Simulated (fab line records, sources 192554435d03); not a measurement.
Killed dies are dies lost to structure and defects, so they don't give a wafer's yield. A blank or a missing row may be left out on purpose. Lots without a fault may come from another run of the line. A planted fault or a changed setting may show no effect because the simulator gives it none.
Chamber matching | flow n5_finfet | N5_BEOL_M3_ALD_84 on ald_metal-03: 4 sister chambers
The step deposits TaN, pulse time 2 s, purge time 3 s, co reactant purge time 2 s. 4 wafers are shown with their chamber, then 7 later ones without.

WAFERS WITH THEIR CHAMBER
wafer  | chamber | heater_power_w (W)
L081.4 | 2       | 434
L083.2 | 1       | 449
L089.1 | 0       | 384
L089.4 | 3       | 403

WAFERS WITHOUT THEIR CHAMBER
wafer  | heater_power_w (W)
L089.6 | 384
L092.2 | 408
L092.4 | 390
L092.5 | 444
L076.2 | 431
L076.3 | 412
L076.5 | 386

WHICH CHAMBER EACH WENT THROUGH
wafer  | from the rows above     | in truth
L089.6 | 0                       | 0
L092.2 | 3                       | 3
L092.4 | can't be placed: 0 or 3 | 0
L092.5 | can't be placed: 1 or 2 | 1
L076.2 | 2                       | 2
L076.3 | 3                       | 3
L076.5 | 0                       | 0
Placed correctly: 5 of 7. Can't be placed from these rows: 2 (the true chamber is among the candidates in 2). Placed wrongly: 0.
How it was worked out, from the rows above alone: a wafer's distance from a chamber is the root of the sum, over the readings, of the square of ((its reading less the chamber's mean) divided by the reading's scatter). The wafer belongs to the nearest chamber; if the next one is less than 2 further off, it can't be placed. A chamber's mean is the mean of its shown wafers. The scatter: with one shown wafer a chamber, the root of the mean of the squares of how far each hidden wafer lies from its nearest shown one.
